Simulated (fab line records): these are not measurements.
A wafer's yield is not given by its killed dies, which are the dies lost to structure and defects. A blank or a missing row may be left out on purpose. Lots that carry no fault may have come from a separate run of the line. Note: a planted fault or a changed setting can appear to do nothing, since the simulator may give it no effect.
What tool caused it? -- flow nandHarc -- 15 lots, 45 wafers sampled, at 4 steps of a route of 1159

## WHAT THE GAUGES SHOWED, per wafer
The record holds no reading of a measuring or inspecting step that can be judged against a usual standard deviation.

## TOOL THAT RAN EACH LOT (tool first, then ch and the chambers of the sampled wafers, then the start)
lot,NHARC_A_CONTACT_DESCUM_47,NHARC_A_CONTACT_ETCH_48,NHARC_A_CONTACT_ETCH_114,NHARC_A_CONTACT_ETCH_116
L119,"rieDiel-01 ch 0,1,3, day 16 08:50","rieDiel-01 ch 0,2, day 16 08:55","harCapEtch-03 ch 0, day 16 10:31","harCapEtch-03 ch 0, day 16 10:42"
L122,"rieDiel-09 ch 1,2, day 17 13:29","rieDiel-09 ch 0,1,3, day 17 13:35","harCapEtch-02 ch 0,1, day 17 15:08","harCapEtch-02 ch 0,1, day 17 15:20"
L123,"rieDiel-01 ch 1,3, day 17 18:38","rieDiel-01 ch 1,3, day 17 18:44","harCapEtch-02 ch 0,1, day 17 20:33","harCapEtch-02 ch 0,1, day 17 20:44"
L124,"rieDiel-09 ch 0,2,3, day 18 05:33","rieDiel-09 ch 1,2,3, day 18 05:41","harCapEtch-01 ch 0,1, day 18 07:15","harCapEtch-01 ch 0,1, day 18 07:26"
L128,"rieDiel-01 ch 0,2,3, day 18 22:28","rieDiel-01 ch 1,3, day 18 22:34","harCapEtch-01 ch 0,1, day 19 00:08","harCapEtch-01 ch 0,1, day 19 00:19"
L129,"rieDiel-03 ch 1,3, day 18 22:38","rieDiel-03 ch 1,2,3, day 18 22:48","harCapEtch-02 ch 0,1, day 19 02:22","harCapEtch-02 ch 0,1, day 19 02:32"
L127,"rieDiel-01 ch 0,1, day 19 02:54","rieDiel-01 ch 0,1,2, day 19 03:00","harCapEtch-01 ch 0,1, day 19 04:34","harCapEtch-01 ch 0,1, day 19 04:46"
L134,"rieDiel-01 ch 0,1, day 20 20:55","rieDiel-01 ch 0,2,3, day 20 21:00","harCapEtch-02 ch 0,1, day 20 22:34","harCapEtch-02 ch 0,1, day 20 22:45"
L135,"rieDiel-03 ch 1,2,3, day 20 21:06","rieDiel-03 ch 0,3, day 20 21:10","harCapEtch-01 ch 0,1, day 20 22:43","harCapEtch-01 ch 0,1, day 20 22:54"
L136,"rieDiel-09 ch 1,2,3, day 21 02:23","rieDiel-09 ch 0,2,3, day 21 02:28","harCapEtch-03 ch 0,1, day 21 04:01","harCapEtch-03 ch 0,1, day 21 04:12"
L139,"rieDiel-09 ch 0,1, day 21 19:30","rieDiel-09 ch 0,1,3, day 21 21:24","harCapEtch-02 ch 0,1, day 21 23:14","harCapEtch-02 ch 0,1, day 21 23:25"
L137,"rieDiel-03 ch 0,2,3, day 21 19:46","rieDiel-03 ch 2,3, day 21 19:50","harCapEtch-01 ch 0,1, day 21 21:29","harCapEtch-01 ch 0,1, day 21 21:41"
L138,"rieDiel-09 ch 1,2, day 21 23:23","rieDiel-09 ch 1,2,3, day 21 23:29","harCapEtch-01 ch 0,1, day 22 01:11","harCapEtch-01 ch 0,1, day 22 01:23"
L140,"rieDiel-03 ch 1,2,3, day 22 00:08","rieDiel-03 ch 0,1,2, day 22 00:13","harCapEtch-03 ch 1, day 22 01:48","harCapEtch-03 ch 1, day 22 01:59"
L141,"rieDiel-01 ch 0,1,3, day 22 07:05","rieDiel-01 ch 0,1,3, day 22 07:10","harCapEtch-02 ch 0,1, day 22 08:44","harCapEtch-02 ch 0,1, day 22 08:55"
- NHARC_A_CONTACT_DESCUM_47: chemistry O2, time 3 s.
- NHARC_A_CONTACT_ETCH_48: etches the open film in CF4, target depth 39 nm, time 65 s.
- NHARC_A_CONTACT_ETCH_114: etches the open film in C4F8/O2/Ar, time 94 s, target depth 922 nm.
- NHARC_A_CONTACT_ETCH_116: etches the open film in C4F8/O2/Ar, time 94 s, target depth 922 nm.

## AS READ BY THE TOOLS THEMSELVES (means over the sampled wafers that have a number; for cases with no such wafer, the mark the record gives instead)
NHARC_A_CONTACT_DESCUM_47.
lot,tool,drypumpMotorCurrentA (A),o2FlowSccm (sccm),oesProductAu (a.u.),rfVppV (V),showerheadPlenumPTorr (Torr),throttleValvePct (%)
L119,rieDiel-01,6.0,200.1,1.004,57.6,1.92,11.314
L122,rieDiel-09,5.2,200.2,1.003,57.5,1.84,11.316
L123,rieDiel-01,6.1,200.2,0.989,57.2,1.83,11.307
L124,rieDiel-09,5.9,200.1,0.991,57.2,1.97,11.311
L128,rieDiel-01,5.8,199.6,0.999,57.8,1.94,11.319
L129,rieDiel-03,5.1,199.2,0.998,57.8,1.85,11.315
L127,rieDiel-01,5.8,199.5,0.991,58.5,1.98,11.307
L134,rieDiel-01,5.9,200.0,0.999,57.6,1.90,11.315
L135,rieDiel-03,5.1,200.2,1.004,58.1,1.92,11.309
L136,rieDiel-09,5.4,200.3,1.008,57.8,1.90,11.310
L139,rieDiel-09,5.4,199.7,1.008,57.1,1.83,11.304
L137,rieDiel-03,5.4,199.8,0.988,57.5,1.91,11.316
L138,rieDiel-09,5.2,200.1,0.994,57.7,1.83,11.325
L140,rieDiel-03,5.1,200.0,1.008,57.6,1.92,11.312
L141,rieDiel-01,6.0,200.3,0.994,58.7,1.91,11.313

NHARC_A_CONTACT_ETCH_48.
lot,tool,biasW (W),cf4FlowSccm (sccm),drypumpMotorCurrentA (A),oesProductAu (a.u.),rfVppV (V),showerheadPlenumPTorr (Torr),throttleValvePct (%)
L119,rieDiel-01,99.94,150.4,5.6,1.000,150.4,1.79,13.284
L122,rieDiel-09,100.26,149.6,5.7,1.001,151.0,1.76,13.276
L123,rieDiel-01,99.98,150.3,6.1,0.997,149.6,1.70,13.276
L124,rieDiel-09,99.88,149.9,5.4,1.001,150.7,1.77,13.280
L128,rieDiel-01,99.87,150.0,6.2,0.999,150.8,1.72,13.285
L129,rieDiel-03,100.08,150.1,5.1,1.003,151.7,1.78,13.275
L127,rieDiel-01,99.99,150.0,5.8,0.992,150.6,1.77,13.288
L134,rieDiel-01,99.83,149.6,5.8,0.997,152.3,1.79,13.286
L135,rieDiel-03,100.21,150.1,5.5,0.998,149.7,1.70,13.280
L136,rieDiel-09,99.99,150.0,5.8,0.998,151.4,1.81,13.284
L139,rieDiel-09,99.74,150.0,5.6,1.001,151.3,1.75,13.288
L137,rieDiel-03,99.85,149.6,5.3,1.002,151.7,1.72,13.286
L138,rieDiel-09,100.10,150.1,5.4,1.001,151.1,1.76,13.292
L140,rieDiel-03,99.72,149.8,5.2,1.000,152.3,1.82,13.279
L141,rieDiel-01,99.98,149.9,6.0,0.985,151.6,1.77,13.284

NHARC_A_CONTACT_ETCH_114.
lot,tool,chamberPressureMTorr (mTorr),oesAirLineAu (a.u.)
L119,harCapEtch-03,20.007,0.995
L122,harCapEtch-02,19.996,0.959
L123,harCapEtch-02,20.017,0.998
L124,harCapEtch-01,20.008,0.992
L128,harCapEtch-01,-,-
L129,harCapEtch-02,-,-
L127,harCapEtch-01,-,-
L134,harCapEtch-02,19.998,1.026
L135,harCapEtch-01,19.988,1.012
L136,harCapEtch-03,19.989,1.001
L139,harCapEtch-02,20.013,1.023
L137,harCapEtch-01,19.990,0.990
L138,harCapEtch-01,19.992,1.014
L140,harCapEtch-03,20.003,0.992
L141,harCapEtch-02,20.009,1.002

NHARC_A_CONTACT_ETCH_116.
lot,tool,chamberPressureMTorr (mTorr),oesAirLineAu (a.u.)
L119,harCapEtch-03,20.017,0.993
L122,harCapEtch-02,20.015,1.005
L123,harCapEtch-02,19.990,1.000
L124,harCapEtch-01,19.986,0.998
L128,harCapEtch-01,19.994,1.015
L129,harCapEtch-02,20.002,0.997
L127,harCapEtch-01,20.007,1.009
L134,harCapEtch-02,19.994,0.995
L135,harCapEtch-01,19.995,0.989
L136,harCapEtch-03,20.000,0.992
L139,harCapEtch-02,19.972,1.011
L137,harCapEtch-01,20.010,0.985
L138,harCapEtch-01,19.991,1.010
L140,harCapEtch-03,20.009,0.995
L141,harCapEtch-02,20.018,1.021

## THE ANSWER, worked out from the rows above alone
Rule: what is usual is taken from the lots themselves. Put in order of their means at a reading, lots are off if they are a third of the lots or fewer, leave a main group of 4 or more, and stand apart from it by a gap of 3 or more times the standard deviation of the main group's means; of several such gaps the widest counts. The tables above print the reading to a certain number of digits; a main group whose means all agree to those digits is not used. A lot without any number at a reading at which 4 lots or more have one is off too. Where the step has rows for the other lots, those lots are counted as sound. Order of review: gauges by route order, followed by the tools' own readings, for which a lot's mean as printed above is used. At the first step where some lot is off, the reading lying furthest off is the one used; lots without a number count as furthest.
Off: L128, L129, L127 (NHARC_A_CONTACT_ETCH_114, chamberPressureMTorr). Without a number there: L128, L129, L127. The main group: mean 20.001 mTorr, standard deviation 0.0096.
If a tool, at that step or one of the process steps before it, ran each lot that is off and ran no sound lot following the first of them, it fits. Of those tried, none fits.

## WHAT WAS PUT IN BY THE SIMULATOR
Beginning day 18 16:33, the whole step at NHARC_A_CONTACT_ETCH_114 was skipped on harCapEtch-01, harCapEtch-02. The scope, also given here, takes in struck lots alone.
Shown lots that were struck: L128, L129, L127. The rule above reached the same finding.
